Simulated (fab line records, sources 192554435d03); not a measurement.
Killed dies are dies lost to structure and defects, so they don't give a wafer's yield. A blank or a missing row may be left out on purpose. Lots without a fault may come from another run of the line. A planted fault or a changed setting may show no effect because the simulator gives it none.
fab line records | flow n5_finfet
record lots=13 wafers=37 last_day=17
route steps=1938 shown BEOL_M15@1821 PAD_METAL@1893 PASSIVATION@1931
lots that met no fault: from a run of the same line without faults
start_h: hours from the record's first day to the start of the lot's first wafer shown | wait_h: hours since the lot's step before | " the same as in the row above | L1.1+2: a row that stands for several wafers | - no value, or no start given | * or withheld: withheld | < > ~ a bound
route shown NAME@n: a module of which the file shows steps, and the number in the route of the first | usual: mean/standard deviation of fault-free wafers | same: alike in all rows | chamber/n: place in a boat | sites: the reading at each site | _std_site: their standard deviation | _edge_site: outer sites' mean less inner sites' | radius_mm: how far each site lies from the wafer's centre | mask NAME#n: copy n | behind: the tool/chamber that last shaped the wafer | hold: why the lot was held/for how many hours/how that ended | device: the transistor (n, p or np) that didn't switch | end of line: the same wafers' tests at the end of the route | a step without rows: its recipe alone | killed: dies lost to structure and defects at the first sort, not the wafer's yield | map: a wafer's dies, x killed, . not, _ none there
set.NAME: the setting as run; set.NAME@STEP: as run at that earlier step | model.NAME: the simulator's own value behind a step, which no gauge read
steps of the route over a sample of lots; a table a step, a row a wafer
services: from which hour (start_h, from the record's first day; less than 0 if before it) a tool's chamber was out of use, for how many hours, and why
## steps
# step N5_BEOL_M15_SPUTTER_45
# recipe material=Cu target_thk_a=1000 temp_c=-20 bias_v=60 power_w=26000 chamber_pressure_pa=0.13 time_s=16.67
# usual throttle_valve_pct=30.2/1.4
# columns lot.wafer tool chamber start_h wait_h throttle_valve_pct
L400.1 pvd_sputter-01 - 262.50 0.0 28.1
L400.3 " - " " 28.3
L400.6 " - " " 30.7
L399.2 pvd_sputter-01 - 267.02 0.0 28.5
L399.4 " - " " 29.9
L399.5 " - " " 28.5
L402.2 pvd_sputter-03 - 267.53 0.0 32.0
L402.3 " - " " 28.9
L402.6 " - " " 31.9
L403.2 pvd_sputter-02 - 272.94 0.0 31.4
L403.3 " - " " 27.6
L403.5 " - " " 32.1
L404.1 pvd_sputter-02 - 280.50 0.0 32.2
L404.4 " - " " 28.0
L404.6 " - " " 31.9
L407.1 pvd_sputter-03 - 294.68 0.0 28.9
L407.2 " - " " 32.0
L408.1 pvd_sputter-02 - 306.74 0.0 27.3
L408.3 " - " " 31.9
L408.6 " - " " 30.1
L410.4 pvd_sputter-02 - 325.94 0.0 27.6
L410.5 " - " " 31.4
L410.6 " - " " 31.8
L415.3 pvd_sputter-03 - 352.34 0.0 29.1
L415.4 " - " " 31.6
L415.6 " - " " 28.9
L417.1 pvd_sputter-03 - 367.66 0.0 31.8
L417.2 " - " " 29.8
L417.6 " - " " 30.0
L420.2 pvd_sputter-03 - 376.51 0.0 29.0
L420.3 " - " " 29.8
L420.5 " - " " 29.8
L419.1 pvd_sputter-01 - 378.25 0.0 28.6
L419.5 " - " " 29.9
L419.6 " - " " 28.4
L421.1 pvd_sputter-01 - 379.66 0.0 29.8
L421.5 " - " " 28.2
# step N5_PASSIVATION_DEGAS_18
# recipe ambient=vacuum temp_c=300 time_s=60
# usual heater_power_w=486/44
# columns lot.wafer tool chamber start_h wait_h heater_power_w
L400.1 pvd_sputter-01 - 272.02 0.6 392
L400.3 " - " " 468
L400.6 " - " " 476
L399.2 pvd_sputter-02 - 277.10 0.3 516
L399.4 " - " " 519
L399.5 " - " " 478
L402.2 pvd_sputter-01 - 277.11 0.3 475
L402.3 " - " " 477
L402.6 " - " " 454
L403.2 pvd_sputter-02 - 282.19 0.5 462
L403.3 " - " " 524
L403.5 " - " " 518
L404.1 pvd_sputter-03 - 288.98 0.2 508
L404.4 " - " " 466
L404.6 " - " " 512
L407.1 pvd_sputter-02 - 305.60 0.9 523
L407.2 " - " " 472
L408.1 pvd_sputter-01 - 317.04 0.2 520
L408.3 " - " " 390
L408.6 " - " " 472
L410.4 pvd_sputter-02 - 335.75 0.5 532
L410.5 " - " " 531
L410.6 " - " " 526
L415.3 pvd_sputter-03 - 361.95 0.5 456
L415.4 " - " " 512
L415.6 " - " " 464
L417.1 pvd_sputter-03 - 375.55 0.0 511
L417.2 " - " " 475
L417.6 " - " " 434
L420.2 pvd_sputter-01 - 386.64 0.1 468
L420.3 " - " " 533
L420.5 " - " " 477
L419.1 pvd_sputter-02 - 391.17 0.3 480
L419.5 " - " " 480
L419.6 " - " " 506
L421.1 pvd_sputter-01 - 391.92 0.5 535
L421.5 " - " " 386
# step N5_PASSIVATION_STRIP_48
# recipe chemistry=O2 power_w=600 temp_c=60 pressure_mtorr=30 rf_frequency_hz=6e+07 bias_power_w=0 overash_fraction=0.5 o2_flow_sccm=225
# usual drypump_motor_current_A=5.7/0.42 oes_product_au=0.81/0.083 rf_vpp_V=3.8/2.4 showerhead_plenum_p_Torr=2.10/0.068 throttle_valve_pct=16.61/0.23
# columns lot.wafer tool chamber start_h wait_h drypump_motor_current_A oes_product_au rf_hours_counter_h rf_vpp_V showerhead_plenum_p_Torr throttle_valve_pct
L400.1 rie_diel-05 3 275.17 0.1 5.6 0.70 229 6.0 2.07 16.83
L400.3 " 1 " " 5.5 0.69 234 3.9 2.05 16.97
L400.6 " 0 " " 5.5 0.80 - 1.1 2.21 16.43
L399.2 rie_diel-01 0 280.88 0.1 5.1 0.79 111 0.1 2.05 16.52
L399.4 " 2 " " 5.8 0.95 6 7.5 2.05 16.70
L399.5 " 1 " " 5.6 0.84 - 3.3 2.11 16.30
L402.2 rie_diel-03 1 280.94 0.1 6.8 0.86 64 5.0 2.05 16.66
L402.3 " 2 " " 5.8 0.83 74 7.2 2.05 16.65
L402.6 " 3 " " 5.6 0.84 - 4.1 2.18 16.63
L403.2 rie_diel-01 0 285.44 0.1 5.1 0.79 112 3.0 2.04 16.50
L403.3 " 3 " " 5.2 0.85 92 2.8 2.04 16.76
L403.5 " 3 " " 5.2 0.81 - 3.6 2.04 16.88
L404.1 rie_diel-05 2 292.14 0.1 6.3 0.95 8 4.7 2.13 16.41
L404.4 " 3 " " 5.6 0.69 235 0.7 2.07 16.81
L404.6 " 1 " " 5.5 0.72 - 4.6 2.05 17.07
L407.1 rie_diel-03 1 308.80 0.1 6.8 0.82 74 2.0 2.05 16.62
L407.2 " 0 " " 5.5 0.95 27 3.6 2.24 16.22
L408.1 rie_diel-03 3 320.31 0.1 5.6 0.80 152 7.4 2.18 16.70
L408.3 " 2 " " 5.9 0.81 88 1.7 2.04 16.73
L408.6 " 0 " " 5.5 0.89 - 0.5 2.24 16.26
L410.4 rie_diel-05 2 339.03 0.0 6.3 0.86 - 2.6 2.12 16.43
L410.5 " 0 " " 5.5 0.73 - 4.5 2.20 16.48
L410.6 " 3 " " 5.6 0.66 - 1.2 2.06 16.84
L415.3 rie_diel-01 0 365.36 0.1 5.0 0.74 129 4.6 2.04 16.51
L415.4 " 2 " " 5.8 0.87 40 5.1 2.04 16.73
L415.6 " 3 " " 5.2 0.80 - 2.2 2.03 16.93
L417.1 rie_diel-03 0 379.87 0.1 5.5 0.87 51 8.6 2.23 16.31
L417.2 " 3 " " 5.7 0.78 172 5.9 2.17 16.86
L417.6 " 0 " " 5.5 0.85 - 2.1 2.23 16.25
L420.2 rie_diel-01 3 389.79 0.1 5.2 0.77 133 1.7 2.03 16.83
L420.3 " 1 " " 5.5 0.81 115 4.5 2.09 16.22
L420.5 " 1 " " 5.6 0.84 - 2.4 2.09 16.40
L419.1 rie_diel-03 2 394.71 0.1 5.9 0.78 114 7.2 2.03 16.78
L419.5 " 3 " " 5.7 0.73 - 2.0 2.17 16.82
L419.6 " 0 " " 5.5 0.87 - 4.6 2.23 16.16
L421.1 rie_diel-05 0 395.36 0.1 5.5 0.72 155 0.4 2.19 16.49
L421.5 " 0 " " 5.5 0.76 - 6.3 2.19 16.56
# step N5_PASSIVATION_PROBE_49
# usual defect_limited_yield=91.5/1.4 killed_at_M0_to_M3=32/9.7 killed_at_M4_up=14/5.3 killed_at_contacts=11/6 killed_at_front_end=39/14 killed_at_other=3.3/2.7 killed_dies=100/17 killed_on_rim=14/4 killed_open=66/13 killed_short=32/7.4 sort_bin_4_leakage=0.02/0.16 sort_bin_5_function=4.9/0.9 sort_bin_6_memory=3.2/0.72 sort_n_pass=1080/17 sort_yield_pct=91.5/1.4
# same gross_dies=1180 killed_at_back_side=0 sort_bin_8_speed[%]=0
# columns lot.wafer tool chamber start_h wait_h defect_limited_yield[%] killed_at_M0_to_M3 killed_at_M4_up killed_at_contacts killed_at_front_end killed_at_other killed_dies killed_on_rim killed_open killed_short sort_bin_4_leakage[%] sort_bin_5_function[%] sort_bin_6_memory[%] sort_n_pass sort_yield_pct[%]
L400.1 prober-02 - 277.72 0.0 93.1 31 14 4 30 2 81 10 54 26 0 4.2 2.6 1099 93.1
L400.3 prober-02 - 277.82 0.1 91.3 52 5 17 26 3 103 12 67 36 0 5.7 2.5 1077 91.3
L400.6 prober-02 - 277.97 0.3 93.2 29 13 9 27 2 80 10 56 24 0 3.9 2.5 1100 93.2
L407.1 prober-02 - 311.33 0.0 93.1 27 17 19 17 2 82 9 51 30 0 4.1 2.6 1098 93.1
L407.2 prober-02 - 311.38 0.1 91.5 26 14 2 55 3 100 16 64 29 0 4.2 3.8 1080 91.5
L408.1 prober-02 - 322.81 0.0 91.1 25 14 23 41 2 105 9 73 31 0 5.6 3.1 1075 91.1
L408.3 prober-02 - 322.91 0.1 88.0 29 65 27 21 0 142 33 54 31 0 7.2 3.6 1038 88.0
L408.6 prober-02 - 323.06 0.3 90.0 59 18 18 20 3 118 12 90 27 0 6.2 3.6 1062 90.0
L410.4 prober-01 - 341.66 0.2 93.0 31 8 12 30 2 83 12 57 24 0 4.0 2.7 1097 93.0
L410.5 prober-01 - 341.71 0.2 91.4 34 15 10 38 5 102 15 65 37 0 5.8 2.8 1078 91.4
L410.6 prober-01 - 341.76 0.3 87.2 36 68 13 31 3 151 28 60 34 0 7.3 4.0 1029 87.2
L415.3 prober-02 - 367.95 0.1 93.9 28 8 4 31 1 72 10 44 27 0 3.3 2.2 1108 93.9
L415.4 prober-02 - 368.00 0.2 92.7 27 9 7 41 2 86 14 49 29 0 4.1 2.1 1094 92.7
L415.6 prober-02 - 368.10 0.3 93.1 28 7 20 26 0 81 9 59 22 0 3.7 3.1 1099 93.1
# killed by level:class
L400.1 FIN_SAQP:geometric_particle:open=12 BEOL_M2:geometric_particle:open=11 BEOL_M1:geometric_particle:open=5 MOL_CONTACT_COAG:geometric_particle:open=4 BEOL_M0_SAQP:geometric_particle:open=4 BEOL_M0_SAQP:geometric_particle:short=4 BEOL_M5:geometric_particle:short=4 BEOL_M8:geometric_particle:open=4
L400.3 MOL_CONTACT_COAG:geometric_particle:open=14 BEOL_M0_SAQP:geometric_particle:short=11 BEOL_M0_SAQP:geometric_particle:open=11 BEOL_M2:geometric_particle:open=11 FIN_SAQP:geometric_particle:open=9 FIN_SAQP:geometric_particle:short=7 BEOL_M1:geometric_particle:open=7 BEOL_M2:geometric_particle:short=5
L400.6 MOL_CONTACT_COAG:geometric_particle:open=9 BEOL_M0_SAQP:geometric_particle:short=9 FIN_SAQP:geometric_particle:open=7 BEOL_M2:geometric_particle:open=7 BEOL_M0_SAQP:geometric_particle:open=5 BEOL_M8:geometric_particle:open=5 STARTING-WAFER:geometric_particle:open=5 BEOL_M1:geometric_particle:open=4
L407.1 MOL_CONTACT_COAG:geometric_particle:short=10 MOL_CONTACT_COAG:geometric_particle:open=9 BEOL_M2:geometric_particle:open=6 BEOL_M4:geometric_particle:open=6 BEOL_M1:geometric_particle:open=5 BEOL_M3:geometric_particle:open=5 BEOL_M0_SAQP:geometric_particle:open=4 BEOL_M0_SAQP:geometric_particle:short=4
L407.2 STI_FIN_REVEAL:geometric_particle:open=30 STI_FIN_REVEAL:geometric_particle:short=5 BEOL_M0_SAQP:geometric_particle:short=5 DUMMY_GATE:geometric_particle:short=4 BEOL_M4:geometric_particle:open=4 BEOL_M11:geometric_particle:open=4 HKMG_FIN:area_etch=4 FIN_SAQP:geometric_particle:short=3
L408.1 MOL_CONTACT_COAG:geometric_particle:open=19 STI_FIN_REVEAL:geometric_particle:open=14 BEOL_M2:geometric_particle:open=7 BEOL_M4:geometric_particle:short=7 BEOL_M3:geometric_particle:open=6 FIN_SAQP:geometric_particle:short=5 FIN_SAQP:geometric_particle:open=4 GATE_CUT:geometric_particle:short=4
L408.3 BEOL_M15:unspecified=56 MOL_CONTACT_COAG:geometric_particle:open=21 BEOL_M0_SAQP:geometric_particle:short=9 BEOL_M0_SAQP:geometric_particle:open=7 FIN_SAQP:geometric_particle:short=6 MOL_CONTACT_COAG:geometric_particle:short=6 BEOL_M3:geometric_particle:open=6 BEOL_M2:geometric_particle:open=5
L408.6 MOL_CONTACT_COAG:geometric_particle:open=16 BEOL_M3:geometric_particle:open=14 BEOL_M2:geometric_particle:open=13 BEOL_M0_SAQP:geometric_particle:open=12 BEOL_M4:geometric_particle:open=9 STI_FIN_REVEAL:geometric_particle:open=8 BEOL_M0_SAQP:geometric_particle:short=7 BEOL_M0:geometric_particle:open=6
L410.4 MOL_CONTACT_COAG:geometric_particle:open=11 BEOL_M3:geometric_particle:open=9 STI_FIN_REVEAL:geometric_particle:open=6 FIN_SAQP:geometric_particle:short=5 BEOL_M0_SAQP:geometric_particle:short=5 BEOL_M0:geometric_particle:open=4 FIN_SAQP:geometric_particle:open=3 GATE_CUT:geometric_particle:short=3
L410.5 FIN_SAQP:geometric_particle:short=10 MOL_CONTACT_COAG:geometric_particle:open=10 BEOL_M4:geometric_particle:open=8 STI_FIN_REVEAL:geometric_particle:open=7 FIN_SAQP:geometric_particle:open=6 BEOL_M2:geometric_particle:open=6 BEOL_M3:geometric_particle:open=6 GATE_CUT:geometric_particle:short=5
L410.6 BEOL_M15:unspecified=54 FIN_SAQP:geometric_particle:open=11 MOL_CONTACT_COAG:geometric_particle:open=11 BEOL_M0_SAQP:geometric_particle:short=9 BEOL_M2:geometric_particle:open=7 BEOL_M4:geometric_particle:open=7 FIN_SAQP:geometric_particle:short=6 BEOL_M1:geometric_particle:open=5
L415.3 GATE_CUT:geometric_particle:short=6 BEOL_M3:geometric_particle:open=6 GATE_CUT:geometric_particle:open=5 STI_FIN_REVEAL:geometric_particle:open=5 BEOL_M0_SAQP:geometric_particle:short=5 FIN_SAQP:geometric_particle:short=4 FIN_SAQP:geometric_particle:open=3 BEOL_M0_SAQP:geometric_particle:open=3
L415.4 FIN_SAQP:geometric_particle:open=8 FIN_SAQP:geometric_particle:short=8 BEOL_M0_SAQP:geometric_particle:open=8 HKMG_FIN:area_etch=8 GATE_CUT:geometric_particle:short=6 STARTING-WAFER:geometric_particle:open=5 MOL_CONTACT_COAG:geometric_particle:open=5 BEOL_M3:geometric_particle:open=4
L415.6 MOL_CONTACT_COAG:geometric_particle:open=18 BEOL_M2:geometric_particle:open=7 FIN_SAQP:geometric_particle:short=6 STI_FIN_REVEAL:geometric_particle:open=5 BEOL_M0_SAQP:geometric_particle:short=5 FIN_SAQP:geometric_particle:open=4 BEOL_M0:geometric_particle:open=4 BEOL_M1:geometric_particle:open=3
## services
# columns tool chamber start_h hours kind
rie_diel-05 2 241.53 4.6 repair
rie_diel-01 2 242.59 - clean
rie_diel-01 2 242.59 - consumable_replace:focus_ring
rie_diel-01 2 242.59 22.9 scheduled_down
rie_diel-01 2 242.59 22.9 vent_cycle
rie_diel-05 2 253.64 - clean
rie_diel-05 2 253.64 - consumable_replace:focus_ring
rie_diel-05 2 253.64 17.4 scheduled_down
rie_diel-05 2 253.64 17.4 vent_cycle
rie_diel-03 0 277.30 4.8 repair
rie_diel-01 0 293.25 34.3 repair
rie_diel-05 2 294.72 3.8 repair
rie_diel-05 0 303.23 6.3 repair
rie_diel-03 3 353.62 2.7 repair
pvd_sputter-03 - 355.18 4.5 repair
rie_diel-03 - 370.92 5.5 repair
rie_diel-01 - 391.33 0.1 repair
## key
first_sign step=N5_PASSIVATION_PROBE_49 reading=killed_at_M4_up direction=up sigmas=9.9 usual=14 struck=66
effect step=N5_PASSIVATION_PROBE_49 reading=defect_limited_yield direction=down sigmas=2.7 usual=91.5 struck=87.6
more_kills_born_at N5_BEOL_M15_SPUTTER_45@pvd_sputter-02=110
met_at N5_BEOL_M15_SPUTTER_45
struck_lots L408,L410
struck_wafers L408.3,L410.6
not_acting_at N5_PASSIVATION_DEGAS_18,N5_PASSIVATION_STRIP_48
onset_between 280.50 306.74
fault kind=chamber_particle_source tool=pvd_sputter-02 chamber=- onset_h=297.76 steps=N5_BEOL_M15_SPUTTER_45 rate_per_visit_cm2=0.61837 end_h=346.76 scope=struck_wafers_only
